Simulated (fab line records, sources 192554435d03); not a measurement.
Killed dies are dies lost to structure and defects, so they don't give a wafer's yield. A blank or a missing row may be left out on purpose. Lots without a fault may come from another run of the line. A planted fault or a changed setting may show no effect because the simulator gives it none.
Chamber matching | flow n5_finfet | N5_BEOL_M3_DESCUM_33 on rie_diel-06: 4 sister chambers
The step chemistry O2, time 7 s. 14 wafers are shown with their chamber, then 7 later ones without.

WAFERS WITH THEIR CHAMBER
wafer  | chamber | showerhead_plenum_p_Torr (Torr) | throttle_valve_pct (%) | drypump_motor_current_A (A)
L345.3 | 1       | 1.99                            | 20.36                  | 5.5
L345.5 | 2       | 2.09                            | 20.50                  | 6.5
L345.6 | 1       | 1.99                            | 20.32                  | 5.5
L346.1 | 1       | 1.99                            | 20.34                  | 5.5
L346.4 | 3       | 2.04                            | 20.48                  | 6.5
L346.5 | 3       | 2.04                            | 20.46                  | 6.5
L348.1 | 0       | 2.12                            | 20.02                  | 5.7
L348.2 | 2       | 2.09                            | 20.51                  | 6.4
L348.3 | 1       | 1.99                            | 20.34                  | 5.5
L350.1 | 2       | 2.09                            | 20.52                  | 6.5
L350.2 | 3       | 2.04                            | 20.46                  | 6.6
L350.6 | 1       | 1.99                            | 20.33                  | 5.5
L352.3 | 3       | 2.03                            | 20.48                  | 6.6
L352.4 | 2       | 2.09                            | 20.52                  | 6.5

SIGNATURES (means of the wafers above)
reading                  | chamber 0 | chamber 1 | chamber 2 | chamber 3 | scatter within a chamber
showerhead_plenum_p_Torr | 2.1200    | 1.9900    | 2.0900    | 2.0375    | 0.00274
throttle_valve_pct       | 20.0200   | 20.3380   | 20.5125   | 20.4700   | 0.0125
drypump_motor_current_A  | 5.700     | 5.500     | 6.475     | 6.550     | 0.0418
Rule: a wafer's distance from a chamber is the root of the sum, over the readings, of the square of ((its reading less the chamber's mean) divided by the reading's scatter). The wafer belongs to the nearest chamber; if the next one is less than 2 further off, it can't be placed. The scatter: the root of (the sum of the squares of (reading less its chamber's mean) over the shown wafers, divided by (wafers less chambers)).

WAFERS WITHOUT THEIR CHAMBER
wafer  | showerhead_plenum_p_Torr (Torr) | throttle_valve_pct (%) | drypump_motor_current_A (A)
L352.5 | 1.98                            | 20.34                  | 5.5
L361.1 | 2.08                            | 20.56                  | 6.5
L361.2 | 2.03                            | 20.52                  | 6.5
L361.5 | 1.98                            | 20.39                  | 5.5
L363.1 | 2.11                            | 20.04                  | 5.7
L363.2 | 2.03                            | 20.50                  | 6.5
L363.5 | 2.03                            | 20.53                  | 6.5

WHICH CHAMBER EACH WENT THROUGH
wafer  | from the rows above | in truth
L352.5 | 1                   | 1
L361.1 | 2                   | 2
L361.2 | 3                   | 3
L361.5 | 1                   | 1
L363.1 | 0                   | 0
L363.2 | 3                   | 3
L363.5 | 3                   | 3
Placed correctly: 7 of 7. Can't be placed from these rows: 0. Placed wrongly: 0.
